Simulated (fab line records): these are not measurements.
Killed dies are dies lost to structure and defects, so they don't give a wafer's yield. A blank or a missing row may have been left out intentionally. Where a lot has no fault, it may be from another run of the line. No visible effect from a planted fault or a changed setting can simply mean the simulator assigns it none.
fab line records	flow nand_harc
record lots=24	wafers=72	last_day=24
route steps=1159 shown P_ZERO_WELL@16 P_GATE@142 P_BONDPAD@364
lots that met no fault: taken from a fault-free run of the same line
start_h: hours from the record's first day to the start of the lot's first wafer shown	wait_h: hours since the lot's step before	" same as the row above	L1.1+2: a single row standing in for several wafers	- value missing, or start not given	* or withheld: withheld	< > ~ a bound
route shown NAME@n: NAME is a module with steps in the file, n the number in the route of the first one	usual: mean and standard deviation over wafers with no fault	same: alike in all rows	chamber/n: place in a boat	sites: each site's reading	_std_site: the values' standard deviation	_edge_site: outer sites' mean less inner sites'	radius_mm: how far each site lies from the wafer's centre	mask NAME#n: copy n	behind: tool/chamber where the wafer was last shaped	hold: the reason the lot was held/the length of the hold in hours/how it ended	device: the n, p or np transistor that did not switch	end of line: the route-end tests of the same wafers	step lacking rows: just its recipe	killed: count of dies lost to structure and defects at first sort (not the wafer's yield)	map: the dies of a wafer, with x for killed, . for not killed, _ for no die there
set.NAME: the setting as run; set.NAME@STEP: as run at that earlier step	model.NAME: the simulator's own value behind a step, which no gauge read
a sample of lots followed through the steps of the route, with each step as a table and each wafer as a row
services: when a tool's chamber went out of use (start_h, in hours from the record's first day, below 0 if earlier), for how many hours, and the reason
## steps
# step NHARC_P_ZERO_WELL_DESCUM_13
# recipe time_s=3	o2_flow_sccm=200	ar_flow_sccm=0	bias_power_w=0	chemistry=O2
# usual drypump_motor_current_A=5.87/0.3	oes_product_au=1.001/0.0087	rf_vpp_V=57.8/0.85	showerhead_plenum_p_Torr=1.94/0.054	throttle_valve_pct=11.312/0.0097
# same bias_power_w=0
lot.wafer	tool	chamber	start_h	wait_h	drypump_motor_current_A	oes_product_au	rf_hours_counter_h	rf_vpp_V	showerhead_plenum_p_Torr	throttle_valve_pct
L074.1	rie_diel-02	0	13.34	-	5.83	1.006	2	57.6	1.98	11.312
L074.4	"	2	"	"	6.01	1.002	3	57.1	2.02	11.305
L074.5	"	1	"	"	6.03	0.999	-	57.3	1.88	11.302
L075.2	rie_diel-07	3	19.42	-	5.44	1.012	4	58.2	1.97	11.308
L075.6	"	0	"	"	6.41	1.020	-	58.2	1.92	11.305
L075.4	"	1	"	"	5.38	0.999	-	58.5	2.02	11.314
L076.3	rie_diel-07	1	25.44	-	5.39	0.995	9	59.3	2.03	11.305
L076.4	"	3	"	"	5.42	0.992	-	56.8	1.97	11.314
L076.5	"	0	"	"	6.47	1.001	-	57.9	1.92	11.300
L077.4	rie_diel-06	0	31.43	-	6.19	0.989	9	58.5	1.90	11.305
L077.6	"	2	"	"	5.90	1.009	-	57.4	1.93	11.301
L077.5	"	3	"	"	5.89	0.973	-	58.1	1.87	11.319
L078.2	rie_diel-07	0	37.39	-	6.39	1.020	10	58.6	1.92	11.308
L078.1	"	3	"	"	5.44	0.993	5	57.0	1.97	11.304
L078.6	"	1	"	"	5.39	1.002	-	56.9	2.02	11.309
L079.4	rie_diel-02	0	43.42	-	5.74	1.006	4	57.7	1.98	11.323
L079.2	"	3	"	"	5.95	1.006	4	57.6	1.84	11.308
L079.6	"	1	"	"	6.03	0.999	-	57.3	1.88	11.314
L080.1	rie_diel-07	0	49.41	-	6.41	1.004	11	58.2	1.92	11.321
L080.2	"	2	"	"	5.81	0.986	9	56.5	1.99	11.317
L080.6	"	0	"	"	6.45	1.010	-	58.7	1.92	11.304
L081.3	rie_diel-06	0	55.30	-	6.16	0.996	12	55.6	1.90	11.316
L081.2	"	1	"	"	5.90	0.995	10	57.5	1.92	11.306
L081.5	"	3	"	"	5.90	0.983	-	57.0	1.87	11.301
L082.1	rie_diel-06	0	61.58	-	6.17	1.001	12	56.0	1.90	11.287
L082.3	"	1	"	"	5.90	0.987	10	57.0	1.92	11.316
L082.6	"	3	"	"	5.89	0.982	-	56.9	1.87	11.302
L083.1	rie_diel-02	2	67.50	-	5.99	0.996	7	58.8	2.02	11.323
L083.3	"	3	"	"	5.92	1.011	6	58.4	1.84	11.317
L083.5	"	0	"	"	5.76	1.007	-	57.0	1.98	11.306
L084.1	rie_diel-06	0	73.40	-	6.20	0.995	0	58.8	1.90	11.312
L084.2	"	1	"	"	5.89	1.003	0	56.9	1.92	11.310
L084.4	"	2	"	"	5.85	1.004	0	57.7	1.93	11.324
L085.1	rie_diel-07	3	79.27	-	5.41	0.998	1	59.8	1.97	11.307
L085.3	"	0	"	"	6.40	1.009	1	57.6	1.92	11.306
L085.5	"	3	"	"	5.40	0.994	-	59.9	1.97	11.312
L086.4	rie_diel-06	3	85.41	-	5.89	1.006	1	57.5	1.86	11.313
L086.2	"	1	"	"	5.87	1.002	1	57.5	1.92	11.318
L086.5	"	0	"	"	6.19	1.003	-	58.0	1.90	11.321
L087.5	rie_diel-06	1	91.43	-	5.86	0.997	-	59.0	1.92	11.319
L087.4	"	2	"	"	5.87	1.017	-	57.7	1.93	11.312
L087.6	"	3	"	"	5.89	0.998	-	56.1	1.86	11.331
L088.3	rie_diel-07	0	97.43	-	6.41	0.995	3	56.6	1.92	11.310
L088.4	"	1	"	"	5.38	0.989	-	59.1	2.02	11.299
L088.6	"	0	"	"	6.41	0.996	-	56.9	1.92	11.313
L089.1	rie_diel-02	3	103.30	-	5.86	1.015	8	57.4	1.84	11.308
L089.5	"	1	"	"	6.03	1.009	-	59.1	1.88	11.327
L089.6	"	2	"	"	5.97	1.005	-	58.5	2.02	11.320
L090.3	rie_diel-06	2	109.40	-	5.87	1.017	4	56.9	1.93	11.316
L090.2	"	3	"	"	5.90	1.012	4	57.2	1.86	11.309
L090.1	"	0	"	"	6.18	1.008	3	56.7	1.90	11.327
L091.3	rie_diel-07	1	115.41	-	5.39	0.989	3	58.6	2.02	11.320
L091.5	"	1	"	"	5.38	0.999	-	56.4	2.02	11.295
L091.6	"	2	"	"	5.73	1.001	-	59.3	1.99	11.321
L092.4	rie_diel-07	2	121.42	-	5.77	0.991	3	57.5	1.99	11.317
L092.1	"	3	"	"	5.40	0.995	3	57.3	1.97	11.284
L092.3	"	0	"	"	6.45	1.015	4	58.0	1.92	11.320
L093.2	rie_diel-02	2	127.40	-	6.02	0.998	10	57.6	2.02	11.313
L093.4	"	1	"	"	6.06	0.994	10	58.8	1.88	11.312
L093.6	"	3	"	"	5.94	1.008	-	58.9	1.84	11.321
L094.1	rie_diel-06	1	133.28	-	5.86	0.990	6	57.6	1.92	11.310
L094.2	"	0	"	"	6.20	0.986	5	57.7	1.89	11.315
L094.5	"	2	"	"	5.86	1.005	-	59.3	1.93	11.318
L095.2	rie_diel-06	3	139.42	-	5.90	0.998	6	58.6	1.86	11.306
L095.4	"	0	"	"	6.18	1.000	5	56.3	1.89	11.308
L095.6	"	2	"	"	5.86	1.006	-	57.1	1.93	11.320
L096.3	rie_diel-06	3	145.40	-	5.89	1.013	6	56.4	1.86	11.317
L096.1	"	1	"	"	5.89	0.989	6	57.6	1.92	11.321
L096.5	"	3	"	"	5.88	1.016	-	58.4	1.86	11.314
L097.3	rie_diel-07	3	151.38	-	5.40	1.006	5	58.7	1.97	11.308
L097.2	"	1	"	"	5.39	1.001	5	58.5	2.02	11.313
L097.1	"	2	"	"	5.81	0.994	5	57.8	1.99	11.324
# step NHARC_P_ZERO_WELL_ETCH_62
# recipe target_depth_a=130	time_s=6.5	chf3_flow_sccm=50	ar_flow_sccm=200	rf_w=500	bias_w=200	chemistry=CHF3/Ar
# usual drypump_motor_current_A=5.88/0.3	oes_product_au=0.973/0.011	rf_vpp_V=371.2/1.6	showerhead_plenum_p_Torr=2.37/0.064	throttle_valve_pct=20.217/0.0087
lot.wafer	tool	chamber	start_h	wait_h	drypump_motor_current_A	oes_product_au	rf_hours_counter_h	rf_vpp_V	showerhead_plenum_p_Torr	throttle_valve_pct
L074.1	rie_diel-02	1	-	-	6.04	0.960	3	369.4	2.31	20.204
L074.4	"	2	"	"	6.03	0.978	3	372.8	2.47	20.215
L074.5	"	0	"	"	5.81	0.971	-	373.4	2.43	20.221
L075.2	rie_diel-07	0	-	-	6.42	0.981	9	370.9	2.35	20.213
L075.4	"	0	"	"	6.41	0.985	-	370.9	2.35	20.218
L075.6	"	1	"	"	5.40	0.962	-	373.8	2.48	20.235
L076.3	rie_diel-07	3	-	-	5.41	0.976	4	371.4	2.41	20.199
L076.4	"	1	"	"	5.37	0.967	-	373.0	2.47	20.216
L076.5	"	0	"	"	6.43	0.976	-	370.7	2.35	20.221
L077.4	rie_diel-06	0	-	-	6.15	0.977	9	368.3	2.32	20.213
L077.6	"	0	"	"	6.18	0.988	-	370.5	2.32	20.213
L077.5	"	1	"	"	5.86	0.975	-	371.4	2.36	20.225
L078.2	rie_diel-07	3	-	-	5.40	0.976	5	371.9	2.41	20.215
L078.1	"	1	"	"	5.38	0.957	9	373.1	2.47	20.228
L078.6	"	2	"	"	5.78	0.953	-	373.9	2.44	20.210
L079.4	rie_diel-02	0	-	-	5.78	0.960	4	372.5	2.43	20.215
L079.2	"	1	"	"	6.04	0.971	4	370.0	2.31	20.227
L079.6	"	1	"	"	6.05	0.967	-	368.7	2.31	20.229
L080.2	rie_diel-07	2	-	-	5.75	0.957	9	373.1	2.43	20.222
L080.1	"	3	"	"	5.44	0.974	7	372.8	2.41	20.214
L080.6	"	1	"	"	5.42	0.958	-	373.1	2.47	20.203
L081.3	rie_diel-06	1	-	-	5.88	0.972	10	370.2	2.36	20.236
L081.2	"	2	"	"	5.85	0.976	12	370.5	2.36	20.219
L081.5	"	0	"	"	6.19	0.967	-	370.3	2.32	20.222
L082.3	rie_diel-06	0	-	-	6.18	0.972	12	369.8	2.32	20.218
L082.1	"	1	"	"	5.90	0.982	10	371.3	2.35	20.228
L082.6	"	0	"	"	6.19	0.973	-	369.3	2.32	20.215
L083.3	rie_diel-02	3	-	-	5.94	0.992	6	369.7	2.26	20.224
L083.1	"	1	"	"	6.04	0.963	6	370.5	2.31	20.224
L083.5	"	2	"	"	6.01	0.979	-	372.8	2.47	20.216
L084.2	rie_diel-06	1	-	-	5.88	0.958	0	370.9	2.35	20.217
L084.4	"	2	"	"	5.87	0.989	0	369.9	2.36	20.212
L084.1	"	0	"	"	6.19	0.967	0	370.4	2.32	20.224
L085.1	rie_diel-07	0	-	-	6.42	0.967	1	370.3	2.35	20.206
L085.3	"	1	"	"	5.39	0.978	1	372.7	2.47	20.218
L085.5	"	0	"	"	6.39	0.953	-	371.8	2.35	20.231
L086.4	rie_diel-06	1	-	-	5.91	0.986	1	369.4	2.35	20.217
L086.2	"	3	"	"	5.89	0.977	1	367.9	2.29	20.196
L086.5	"	1	"	"	5.91	0.994	-	370.9	2.35	20.233
L087.4	rie_diel-06	1	-	-	5.90	0.975	-	371.3	2.35	20.220
L087.5	"	2	"	"	5.86	0.979	-	370.7	2.36	20.211
L087.6	"	3	"	"	5.90	0.965	-	370.3	2.29	20.231
L088.3	rie_diel-07	0	-	-	6.45	0.975	3	370.0	2.35	20.221
L088.4	"	2	"	"	5.75	0.955	-	373.0	2.43	20.206
L088.6	"	0	"	"	6.42	0.974	-	370.6	2.35	20.214
L089.1	rie_diel-02	3	-	-	5.94	0.988	8	369.2	2.26	20.217
L089.6	"	3	"	"	5.94	0.984	-	368.0	2.26	20.212
L089.5	"	0	"	"	5.77	0.980	-	372.0	2.42	20.218
L090.1	rie_diel-06	0	-	-	6.18	0.981	3	368.7	2.32	20.211
L090.3	"	1	"	"	5.89	0.975	3	371.0	2.35	20.208
L090.2	"	2	"	"	5.83	0.973	4	370.7	2.36	20.237
L091.3	rie_diel-07	0	-	-	6.42	0.987	4	371.1	2.35	20.214
L091.6	"	1	"	"	5.39	0.970	-	373.9	2.47	20.215
L091.5	"	2	"	"	5.81	0.956	-	374.9	2.43	20.217
L092.3	rie_diel-07	3	-	-	5.42	0.975	3	373.0	2.41	20.213
L092.4	"	1	"	"	5.40	0.969	3	373.3	2.47	20.221
L092.1	"	2	"	"	5.81	0.952	3	374.3	2.43	20.208
L093.4	rie_diel-02	3	-	-	5.96	0.978	9	368.9	2.26	20.221
L093.2	"	2	"	"	6.02	0.957	10	373.6	2.47	20.222
L093.6	"	3	"	"	5.90	0.973	-	368.3	2.26	20.223
L094.2	rie_diel-06	3	-	-	5.89	0.995	6	370.3	2.29	20.205
L094.1	"	1	"	"	5.87	0.959	6	372.2	2.35	20.213
L094.5	"	0	"	"	6.18	0.982	-	371.1	2.32	20.205
L095.4	rie_diel-06	2	-	-	5.86	0.975	7	372.1	2.36	20.230
L095.2	"	3	"	"	5.90	1.000	6	369.7	2.29	20.213
L095.6	"	2	"	"	5.86	0.983	-	370.7	2.36	20.214
L096.3	rie_diel-06	1	-	-	5.90	0.977	6	370.3	2.35	20.217
L096.1	"	2	"	"	5.84	0.979	7	371.0	2.36	20.212
L096.5	"	1	"	"	5.90	0.972	-	370.6	2.35	20.230
L097.3	rie_diel-07	2	-	-	5.80	0.973	5	372.4	2.43	20.234
L097.2	"	3	"	"	5.42	0.967	5	371.7	2.41	20.206
L097.1	"	0	"	"	6.42	0.978	6	369.0	2.35	20.221
# step NHARC_P_GATE_OVL_MEAS_27
# usual overlay_x_nm=-0.2/0.96	overlay_y_nm=0.1/1.1
lot.wafer	tool	chamber	start_h	wait_h	overlay_x_nm	overlay_y_nm
L074.1	overlay-01	-	86.00	-	0.6	-0.4
L074.4	"	-	"	"	0.3	-0.1
L074.5	"	-	"	"	0.0	-0.5
L077.4	overlay-02	-	103.66	-	-1.0	0.7
L077.5	"	-	"	"	-0.2	0.6
L077.6	"	-	"	"	-0.3	0.4
L076.3	overlay-02	-	104.04	-	-0.6	3.0
L076.4	"	-	"	"	-1.0	2.7
L076.5	"	-	"	"	-1.3	2.4
L078.1	overlay-01	-	114.17	-	1.0	-0.4
L078.2	"	-	"	"	0.7	-0.8
L078.6	"	-	"	"	0.8	-1.3
L075.2	overlay-02	-	114.39	-	-0.6	1.6
L075.4	"	-	"	"	-1.3	1.6
L075.6	"	-	"	"	-0.7	1.2
L079.2	overlay-01	-	122.97	-	1.6	-1.3
L079.4	"	-	"	"	1.1	-1.0
L079.6	"	-	"	"	1.4	-0.9
L080.1	overlay-01	-	131.90	-	0.0	-0.3
L080.2	"	-	"	"	0.2	-0.7
L080.6	"	-	"	"	0.1	-1.2
L081.2	overlay-02	-	132.58	-	-0.8	0.5
L081.3	"	-	"	"	-0.7	1.1
L081.5	"	-	"	"	-1.1	1.1
L082.1	overlay-02	-	137.72	-	0.1	0.7
L082.3	"	-	"	"	0.1	0.1
L082.6	"	-	"	"	0.2	1.3
L083.1	overlay-01	-	147.92	-	-0.9	0.7
L083.3	"	-	"	"	-1.0	1.2
L083.5	"	-	"	"	-0.9	1.1
L087.4	overlay-02	-	165.20	-	1.4	-1.0
L087.5	"	-	"	"	1.1	-1.3
L087.6	"	-	"	"	0.9	-1.4
L086.2	overlay-02	-	165.85	-	0.3	-0.5
L086.4	"	-	"	"	0.6	0.4
L086.5	"	-	"	"	0.8	-0.3
L084.1	overlay-02	-	166.02	-	1.7	0.4
L084.2	"	-	"	"	1.7	0.7
L084.4	"	-	"	"	1.5	0.3
L085.1	overlay-01	-	166.53	-	0.1	0.1
L085.3	"	-	"	"	-0.5	0.8
L085.5	"	-	"	"	-0.9	0.3
L088.3	overlay-01	-	174.23	-	0.4	1.2
L088.4	"	-	"	"	-0.6	1.3
L088.6	"	-	"	"	-0.5	0.3
L089.1	overlay-01	-	174.73	-	0.8	0.1
L089.5	"	-	"	"	0.6	-0.3
L089.6	"	-	"	"	1.0	-0.1
L090.1	overlay-01	-	186.55	-	-1.5	-0.9
L090.2	"	-	"	"	-1.3	-1.0
L090.3	"	-	"	"	-1.1	-0.9
L091.3	overlay-02	-	190.88	-	-0.9	-1.0
L091.5	"	-	"	"	-1.0	-0.7
L091.6	"	-	"	"	-0.6	-1.4
L093.2	overlay-02	-	200.11	-	-0.6	-0.6
L093.4	"	-	"	"	-0.2	-0.4
L093.6	"	-	"	"	-0.6	-0.4
L092.1	overlay-02	-	200.78	-	-1.0	0.9
L092.3	"	-	"	"	-1.0	0.0
L092.4	"	-	"	"	-0.1	0.6
L094.1	overlay-02	-	205.73	-	-1.6	0.1
L094.2	"	-	"	"	-1.6	-0.5
L094.5	"	-	"	"	-1.5	-0.9
L096.1	overlay-01	-	213.74	-	-2.0	1.9
L096.3	"	-	"	"	-1.3	1.7
L096.5	"	-	"	"	-1.1	2.4
L095.2	overlay-01	-	214.51	-	1.1	-0.9
L095.4	"	-	"	"	0.2	-0.6
L095.6	"	-	"	"	1.2	-0.8
L097.1	overlay-01	-	232.57	-	-1.0	-0.8
L097.2	"	-	"	"	-0.4	-1.1
L097.3	"	-	"	"	-0.9	-0.7
# step NHARC_P_GATE_STRIP_111
# recipe power_w=1500	temp_c=110	time_s=250	chemistry=N2/H2
# usual drypump_motor_current_A=5.86/0.25	heater_power_w=79.8/2.7
lot.wafer	tool	chamber	start_h	wait_h	drypump_motor_current_A	heater_power_w	rf_hours_counter_h
L074.1	plasma_asher-01	0	98.46	0.3	5.96	79.0	55
L074.4	"	1	"	"	5.54	79.5	-
L074.5	"	0	"	"	5.96	77.8	-
L077.4	plasma_asher-02	1	116.37	0.2	6.24	75.6	-
L077.5	"	1	"	"	6.25	77.5	-
L077.6	"	0	"	"	5.84	82.9	-
L076.3	plasma_asher-02	1	116.88	0.2	6.22	77.5	-
L076.4	"	0	"	"	5.90	82.8	-
L076.5	"	0	"	"	5.89	82.6	-
L078.1	plasma_asher-01	1	126.73	0.2	5.54	77.6	5
L078.2	"	0	"	"	5.95	81.7	5
L078.6	"	1	"	"	5.54	79.8	-
L075.2	plasma_asher-02	1	126.97	0.2	6.25	74.8	39
L075.4	"	0	"	"	5.86	81.1	-
L075.6	"	1	"	"	6.25	75.3	-
L079.2	plasma_asher-01	1	135.40	0.2	5.54	78.3	8
L079.4	"	1	"	"	5.53	81.2	-
L079.6	"	0	"	"	5.95	82.2	-
L080.1	plasma_asher-02	1	144.50	0.2	6.25	75.3	44
L080.2	"	0	"	"	5.89	82.3	44
L080.6	"	1	"	"	6.25	75.4	-
L081.2	plasma_asher-02	1	145.14	0.3	6.23	74.8	45
L081.3	"	0	"	"	5.86	82.5	-
L081.5	"	1	"	"	6.25	76.3	-
L082.1	plasma_asher-01	1	149.99	0.2	5.55	79.5	14
L082.3	"	0	"	"	5.96	82.7	-
L082.6	"	1	"	"	5.54	78.1	-
L083.1	plasma_asher-01	0	160.41	0.2	5.93	82.6	17
L083.3	"	0	"	"	5.96	82.8	-
L083.5	"	1	"	"	5.53	78.0	-
L087.4	plasma_asher-02	0	177.94	0.3	5.86	81.6	-
L087.5	"	1	"	"	6.26	76.3	-
L087.6	"	0	"	"	5.88	81.9	-
L086.2	plasma_asher-01	1	178.39	0.2	5.56	77.7	22
L086.4	"	1	"	"	5.53	79.2	-
L086.5	"	1	"	"	5.55	79.3	-
L084.1	plasma_asher-01	1	178.74	0.2	5.54	80.2	23
L084.2	"	0	"	"	5.94	80.6	23
L084.4	"	0	"	"	5.94	83.4	-
L085.1	plasma_asher-01	1	184.29	0.2	5.53	79.6	27
L085.3	"	1	"	"	5.55	77.6	-
L085.5	"	0	"	"	5.97	84.3	-
L088.3	plasma_asher-01	0	187.15	0.7	5.98	83.0	-
L088.4	"	1	"	"	5.54	79.3	-
L088.6	"	1	"	"	5.53	79.7	-
L089.1	plasma_asher-01	0	187.72	0.2	5.97	81.2	29
L089.6	"	1	"	"	5.52	77.9	-
L089.5	"	0	"	"	5.96	81.7	-
L090.1	plasma_asher-02	1	199.01	0.2	6.26	73.3	1
L090.2	"	0	"	"	5.83	78.0	1
L090.3	"	0	"	"	5.86	81.7	-
L091.3	plasma_asher-01	1	203.51	0.3	5.55	80.1	-
L091.5	"	0	"	"	5.97	83.5	-
L091.6	"	1	"	"	5.53	77.8	-
L093.2	plasma_asher-01	0	212.55	0.2	5.96	81.4	40
L093.4	"	1	"	"	5.53	80.4	-
L093.6	"	0	"	"	5.98	81.2	-
L092.1	plasma_asher-01	1	213.17	0.2	5.53	77.8	40
L092.4	"	1	"	"	5.53	79.8	-
L092.3	"	0	"	"	5.98	83.0	-
L094.1	plasma_asher-02	0	218.77	0.2	5.85	79.5	8
L094.2	"	1	"	"	6.25	73.9	8
L094.5	"	1	"	"	6.23	76.7	-
L096.1	plasma_asher-01	1	226.49	0.2	5.54	77.9	44
L096.3	"	0	"	"	5.96	80.7	-
L096.5	"	1	"	"	5.53	78.6	-
L095.2	plasma_asher-01	0	227.08	0.2	5.96	82.6	45
L095.4	"	1	"	"	5.54	78.8	-
L095.6	"	0	"	"	5.97	80.6	-
L097.1	plasma_asher-02	0	244.96	0.2	5.88	79.8	15
L097.2	"	1	"	"	6.24	73.3	15
L097.3	"	0	"	"	5.85	78.6	-
# step NHARC_P_GATE_STRIP_95
# recipe power_w=1500	temp_c=250	chemistry=O2
# usual drypump_motor_current_A=5.92/0.25	heater_power_w=297/11
lot.wafer	tool	chamber	start_h	wait_h	drypump_motor_current_A	heater_power_w	rf_hours_counter_h
L074.1	plasma_asher-02	0	102.70	0.6	5.85	303	32
L074.4	"	0	"	"	5.88	313	-
L074.5	"	1	"	"	6.24	287	-
L077.4	plasma_asher-02	0	120.43	0.3	5.87	311	-
L077.6	"	1	"	"	6.26	284	-
L077.5	"	0	"	"	5.86	309	-
L076.3	plasma_asher-01	0	121.08	0.4	5.96	311	-
L076.4	"	1	"	"	5.54	288	-
L076.5	"	1	"	"	5.54	297	-
L078.2	plasma_asher-01	0	130.65	0.6	5.97	307	7
L078.1	"	1	"	"	5.54	296	7
L078.6	"	1	"	"	5.54	296	-
L075.2	plasma_asher-02	1	131.12	0.5	6.25	280	40
L075.4	"	0	"	"	5.87	301	-
L075.6	"	0	"	"	5.87	303	-
L079.2	plasma_asher-02	1	139.58	0.6	6.25	291	43
L079.4	"	0	"	"	5.88	300	-
L079.6	"	1	"	"	6.25	288	-
L080.1	plasma_asher-01	0	148.68	0.6	5.95	304	14
L080.2	"	1	"	"	5.54	294	14
L080.6	"	1	"	"	5.54	297	-
L081.2	plasma_asher-02	1	149.51	0.5	6.23	290	48
L081.3	"	1	"	"	6.23	285	-
L081.5	"	1	"	"	6.24	284	-
L082.1	plasma_asher-02	1	154.08	0.6	6.24	295	49
L082.3	"	0	"	"	5.85	305	-
L082.6	"	1	"	"	6.24	285	-
L083.1	plasma_asher-01	1	164.46	0.6	5.54	299	18
L083.3	"	1	"	"	5.54	296	-
L083.5	"	0	"	"	5.96	310	-
L087.4	plasma_asher-01	0	182.27	0.4	5.97	305	-
L087.6	"	0	"	"	5.97	308	-
L087.5	"	1	"	"	5.54	294	-
L086.2	plasma_asher-01	0	183.04	0.5	5.96	308	26
L086.4	"	0	"	"	5.98	317	-
L086.5	"	1	"	"	5.54	290	-
L084.1	plasma_asher-02	1	183.35	0.6	6.22	279	59
L084.2	"	0	"	"	5.87	301	59
L084.4	"	1	"	"	6.24	283	-
L085.1	plasma_asher-01	0	188.79	0.6	5.96	308	31
L085.3	"	0	"	"	5.95	308	-
L085.5	"	1	"	"	5.54	294	-
L088.3	plasma_asher-01	1	191.42	0.4	5.53	304	-
L088.4	"	0	"	"	5.98	301	-
L088.6	"	0	"	"	5.96	311	-
L089.1	plasma_asher-01	1	192.90	0.5	5.54	302	34
L089.6	"	0	"	"	5.96	307	-
L089.5	"	1	"	"	5.53	300	-
L090.2	plasma_asher-02	0	203.00	0.6	5.88	302	2
L090.1	"	1	"	"	6.24	288	2
L090.3	"	1	"	"	6.25	282	-
L091.3	plasma_asher-02	1	207.56	0.4	6.24	286	-
L091.5	"	1	"	"	6.23	288	-
L091.6	"	0	"	"	5.87	302	-
L093.2	plasma_asher-02	1	216.60	0.5	6.25	287	7
L093.4	"	0	"	"	5.85	302	-
L093.6	"	1	"	"	6.24	277	-
L092.1	plasma_asher-01	1	217.36	0.5	5.55	299	43
L092.3	"	0	"	"	5.98	302	-
L092.4	"	1	"	"	5.54	290	-
L094.1	plasma_asher-02	1	222.94	0.6	6.23	283	10
L094.2	"	0	"	"	5.85	300	10
L094.5	"	1	"	"	6.22	289	-
L096.1	plasma_asher-01	1	230.58	0.5	5.53	291	46
L096.3	"	1	"	"	5.54	294	-
L096.5	"	0	"	"	5.98	304	-
L095.2	plasma_asher-02	1	231.24	0.6	6.23	279	12
L095.4	"	1	"	"	6.24	279	-
L095.6	"	1	"	"	6.24	284	-
L097.2	plasma_asher-02	0	249.16	0.6	5.86	303	17
L097.1	"	1	"	"	6.23	276	17
L097.3	"	1	"	"	6.23	290	-
# step NHARC_P_BONDPAD_CD_MEAS_09
# recipe target_cd_nm=500	landing_energy_ev=500
# usual cd_nm=500.2/2.1
lot.wafer	tool	chamber	start_h	wait_h	cd_nm
L074.1	cd_sem-03	0	123.38	-	501.0
L074.4	"	0	"	"	501.5
L074.5	"	0	"	"	497.9
L077.4	cd_sem-03	0	148.25	-	502.6
L077.5	"	0	"	"	501.2
L077.6	"	0	"	"	498.7
L076.3	cd_sem-02	0	148.42	-	498.9
L076.4	"	0	"	"	502.1
L076.5	"	0	"	"	499.6
L078.1	cd_sem-02	0	151.44	-	500.0
L078.2	"	0	"	"	500.9
L078.6	"	0	"	"	500.2
L075.2	cd_sem-01	0	151.82	-	506.1
L075.4	"	0	"	"	504.1
L075.6	"	0	"	"	502.2
L079.2	cd_sem-03	0	166.72	-	498.2
L079.4	"	0	"	"	501.3
L079.6	"	0	"	"	501.4
L080.1	cd_sem-01	0	169.27	-	499.2
L080.2	"	0	"	"	498.1
L080.6	"	0	"	"	500.1
L081.2	cd_sem-01	0	170.12	-	499.8
L081.3	"	0	"	"	496.5
L081.5	"	0	"	"	496.3
L082.1	cd_sem-02	0	174.76	-	502.2
L082.3	"	0	"	"	502.2
L082.6	"	0	"	"	498.2
L083.1	cd_sem-01	0	187.83	-	502.9
L083.3	"	0	"	"	500.7
L083.5	"	0	"	"	499.4
L087.4	cd_sem-02	0	204.96	-	499.4
L087.5	"	0	"	"	500.4
L087.6	"	0	"	"	504.4
L086.2	cd_sem-01	0	205.70	-	500.3
L086.4	"	0	"	"	498.4
L086.5	"	0	"	"	501.3
L084.1	cd_sem-01	0	205.89	-	497.7
L084.2	"	0	"	"	500.2
L084.4	"	0	"	"	501.4
L085.1	cd_sem-03	0	214.83	-	500.8
L085.3	"	0	"	"	498.6
L085.5	"	0	"	"	497.4
L088.3	cd_sem-01	0	220.66	-	499.7
L088.4	"	0	"	"	499.4
L088.6	"	0	"	"	501.0
L089.1	cd_sem-01	0	221.21	-	503.7
L089.5	"	0	"	"	499.1
L089.6	"	0	"	"	498.3
L090.1	cd_sem-02	0	224.20	-	501.4
L090.2	"	0	"	"	502.2
L090.3	"	0	"	"	498.3
L091.3	cd_sem-01	0	228.42	-	497.8
L091.5	"	0	"	"	497.9
L091.6	"	0	"	"	500.5
L093.2	cd_sem-01	0	237.52	-	505.6
L093.4	"	0	"	"	500.3
L093.6	"	0	"	"	501.7
L092.1	cd_sem-02	0	238.15	-	497.2
L092.3	"	0	"	"	500.8
L092.4	"	0	"	"	499.9
L094.1	cd_sem-01	0	243.61	-	497.5
L094.2	"	0	"	"	496.7
L094.5	"	0	"	"	501.6
L096.1	cd_sem-01	0	255.05	-	503.0
L096.3	"	0	"	"	503.6
L096.5	"	0	"	"	500.2
L095.2	cd_sem-01	0	255.70	-	503.0
L095.4	"	0	"	"	496.9
L095.6	"	0	"	"	498.8
L097.1	cd_sem-02	0	281.45	-	496.8
L097.2	"	0	"	"	498.8
L097.3	"	0	"	"	496.9
## services
tool	chamber	start_h	hours	kind
rie_diel-02	3	-6.58	5.2	repair
rie_diel-07	2	-0.70	26.7	repair
rie_diel-06	-	-0.64	0.8	repair
plasma_asher-02	-	6.22	9.0	pm
rie_diel-06	-	12.14	0.4	repair
rie_diel-02	0	17.96	6.9	repair
rie_diel-06	-	39.99	0.3	repair
rie_diel-02	3	43.72	3.7	repair
rie_diel-07	-	51.20	9.0	pm
rie_diel-06	-	64.20	9.0	pm
rie_diel-07	0	68.44	7.0	repair
rie_diel-06	0	89.64	9.4	repair
rie_diel-07	3	95.64	9.9	repair
plasma_asher-01	-	99.00	9.0	pm
rie_diel-02	-	150.70	9.0	pm
rie_diel-06	1	155.88	1.4	repair
plasma_asher-02	-	178.54	2.7	repair
plasma_asher-02	-	183.41	9.0	pm
plasma_asher-02	-	196.90	2.1	repair
rie_diel-07	0	220.31	14.3	repair
rie_diel-07	-	228.20	9.0	pm
plasma_asher-01	-	233.44	3.1	repair
plasma_asher-02	-	237.72	1.6	repair
rie_diel-06	-	241.20	9.0	pm
## key
fault none
